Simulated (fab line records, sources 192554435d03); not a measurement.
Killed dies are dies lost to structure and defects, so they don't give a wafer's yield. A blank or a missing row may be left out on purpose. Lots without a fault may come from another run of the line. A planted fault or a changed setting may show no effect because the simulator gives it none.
Split-lot experiment | flow n5_finfet | 7 lots, 39 wafers read, on a route of 1938 steps

THE SPLIT
At N5_SPACER0_ALD_08 (deposits SiNx, target thk 2 nm), the setting target_thk_a was moved away from the recipe's 20 angstrom on 15 of the 39 wafers read, by -14.0% to +12.5%. The other wafers ran this setting at the recipe's value.

FROM THE SPLIT TO THE READING: what the file shows between them, 11 steps
- N5_SD_EPI_N_COAT_32: time 60 s, resist thk 350 nm
- N5_SD_EPI_N_SD_RECESS_17: chemistry HBr/Cl2/O2, target depth 41 nm, time 23.7 s, bt time 3 s
- N5_SD_EPI_N_STRIP_38: strips in N2/H2
- N5_SD_EPI_N_WET_ETCH_43: etches SiO2 in dHF, time 14 s, target depth 1.5 nm
- N5_SD_EPI_N_STRIP_18: strips in SPM, time 750 s
- N5_SD_EPI_N_SRD_20: time 30 s
- N5_SD_EPI_N_PRECLEAN_48: cleans in NF3:NH3, afs cycles 2, time 20 s, sublimation time 60 s
- N5_SD_EPI_N_VAPOR_ETCH_50: etches Si in HCl, time 54 s
- N5_SD_EPI_N_EPI_21: deposits Si:P, time 690 s
- N5_SD_EPI_N_PRECLEAN_24: cleans in O3/DIW, time 60 s
- N5_SD_EPI_N_SRD_25: time 30 s

THE READING
SiNx_of_SPACER0_ALD_08.thk_nm (the simulator's own value, which no gauge read), in nm, at N5_SD_EPI_N_PRECLEAN_49 (cleans in NF3:NH3, afs cycles 1, time 20 s, sublimation time 60 s). The file gives no usual value for it. The 24 wafers here that ran the recipe average 1.0 nm, standard deviation 0.075 nm.

wafer  | tool, chamber at the split | target_thk_a as run, angstrom | against the recipe | SiNx_of_SPACER0_ALD_08.thk_nm, nm | against lot-mates on the recipe
L077.1 | ald_sin-01, 3,0,1          | 22.17                         | +10.9%             | 1.4                               | +0.4
L077.6 | ald_sin-01, 3,0,1          | 22.17                         | +10.9%             | 1.4                               | +0.4
L077.2 | ald_sin-01, 2,1,0          | 20                            | recipe             | 1                                 | -
L077.4 | ald_sin-01, 2,1,0          | 20                            | recipe             | 1                                 | -
L077.5 | ald_sin-01, 2,1,0          | 20                            | recipe             | 1                                 | -
L077.3 | ald_sin-01, 3,0,1          | 22.17                         | +10.9%             | 1.2                               | +0.2
L082.1 | ald_sin-03, 1,2,2          | 20                            | recipe             | 1                                 | -
L082.3 | ald_sin-03, 1,2,2          | 20                            | recipe             | 1                                 | -
L082.6 | ald_sin-03, 1,2,2          | 20                            | recipe             | 1                                 | -
L082.2 | ald_sin-03, 0,3,1          | 22.5                          | +12.5%             | 1.4                               | +0.4
L082.4 | ald_sin-03, 0,3,1          | 22.5                          | +12.5%             | 1.4                               | +0.4
L082.5 | ald_sin-03, 0,3,1          | 22.5                          | +12.5%             | 1.4                               | +0.4
L087.1 | ald_sin-03, 2,1,3          | 20                            | recipe             | 1                                 | -
L087.2 | ald_sin-03, 3,0,2          | 19.07                         | -4.6%              | 1                                 | -0.1
L087.3 | ald_sin-03, 3,0,2          | 19.07                         | -4.6%              | 1                                 | -0.1
L087.6 | ald_sin-03, 3,0,2          | 19.07                         | -4.6%              | 1                                 | -0.1
L087.4 | ald_sin-03, 2,1,3          | 20                            | recipe             | 1.2                               | -
L087.5 | ald_sin-03, 2,1,3          | 20                            | recipe             | 1.2                               | -
L089.1 | ald_sin-03, 2,3,2          | 20                            | recipe             | 1                                 | -
L089.3 | ald_sin-03, 2,3,2          | 20                            | recipe             | 1                                 | -
L089.6 | ald_sin-03, 2,3,2          | 20                            | recipe             | 1                                 | -
L089.2 | ald_sin-03, 1,3,1          | 17.19                         | -14.0%             | 0.8                               | -0.2
L089.4 | ald_sin-03, 1,3,1          | 17.19                         | -14.0%             | 0.8                               | -0.2
L089.5 | ald_sin-03, 1,3,1          | 17.19                         | -14.0%             | 0.8                               | -0.2
L090.1 | ald_sin-01, 0,3,2          | 20                            | recipe             | 1                                 | -
L090.5 | ald_sin-01, 0,3,2          | 20                            | recipe             | 1                                 | -
L090.2 | ald_sin-01, 2,1,1          | 17.42                         | -12.9%             | 0.8                               | -0.3
L090.4 | ald_sin-01, 2,1,1          | 17.42                         | -12.9%             | 0.8                               | -0.3
L090.6 | ald_sin-01, 2,1,1          | 17.42                         | -12.9%             | 0.8                               | -0.3
L090.3 | ald_sin-01, 0,3,2          | 20                            | recipe             | 1.2                               | -
L094.1 | ald_sin-01, 3,0,2,1,3,0    | 20                            | recipe             | 1                                 | -
L094.2 | ald_sin-01, 3,0,2,1,3,0    | 20                            | recipe             | 1                                 | -
L094.3 | ald_sin-01, 3,0,2,1,3,0    | 20                            | recipe             | 1                                 | -
L094.4 | ald_sin-01, 3,0,2,1,3,0    | 20                            | recipe             | 1                                 | -
L094.6 | ald_sin-01, 3,0,2,1,3,0    | 20                            | recipe             | 1                                 | -
L094.5 | ald_sin-01, 3,0,2,1,3,0    | 20                            | recipe             | 1.2                               | -
L097.1 | ald_sin-02, 0,1,2          | 20                            | recipe             | 1                                 | -
L097.3 | ald_sin-02, 0,1,2          | 20                            | recipe             | 1                                 | -
L097.6 | ald_sin-02, 0,1,2          | 20                            | recipe             | 1                                 | -
Where a row lists several chambers, the file gives one row for several wafers and doesn't say which wafer went through which chamber.

THE FIT
A straight line over all 39 wafers: SiNx_of_SPACER0_ALD_08.thk_nm changes by +0.022 nm for each +1% of target_thk_a; r = +0.91; the points scatter about the line by 0.075 nm.
The same after taking each lot's own level away (the mean of its wafers on the recipe; 39 wafers): +0.0238 nm for each +1%; r = +0.92; scatter 0.073 nm.
On that fit, the largest move of target_thk_a shifts the reading by 0.33 nm.
The lots' own levels span 1.00 to 1.13 nm, that is 1.8 times the standard deviation above.
So the lot-to-lot level changes the slope little: the two slopes agree.
Check: with one of the wafers moved furthest among these (-14.0%) left out of the fit, the line predicts -0.324 nm for it against its lot-mates. It came out at -0.2 nm against them.

OTHER SPLITS ON THESE WAFERS
These wafers also went through other splits before the reading. Each is held against what the fit with the lots' levels taken away leaves over:
other split on the same wafers  | wafers away from the commonest value | r with SiNx_of_SPACER0_ALD_08.thk_nm (lot level and that fit taken away)
N5_WELL_APT_EPI_41 target_thk_a | 15                                   | -0.09
N5_FIN_SAQP_HM_DEP_03 time_s    | 15                                   | -0.11
N5_DUMMY_GATE_ETCH_37 source_w  | 15                                   | -0.26

THE WHOLE CHAIN: every reading that the file lists as answering this split, in the file's order
step                    | what it does                                                      | reading                                                                        | change (the file's fit)                | r (the file's)
N5_SD_EPI_N_WET_ETCH_43 | etches SiO2 in dHF, time 14 s, target depth 1.5 nm                | SiNx_of_SPACER0_ALD_08.thk_nm (the simulator's own value, which no gauge read) | +0.0234 nm for each +1% of the setting | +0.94
N5_SD_EPI_N_PRECLEAN_48 | cleans in NF3:NH3, afs cycles 2, time 20 s, sublimation time 60 s | SiNx_of_SPACER0_ALD_08.thk_nm (the simulator's own value, which no gauge read) | +0.0261 nm for each +1% of the setting | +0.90
N5_SD_EPI_N_PRECLEAN_49 | cleans in NF3:NH3, afs cycles 1, time 20 s, sublimation time 60 s | SiNx_of_SPACER0_ALD_08.thk_nm (the simulator's own value, which no gauge read) | +0.0235 nm for each +1% of the setting | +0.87

THE FILE'S OWN FIT
SiNx_of_SPACER0_ALD_08.thk_nm changes by +0.0235 nm for each +1% of target_thk_a, r = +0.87.
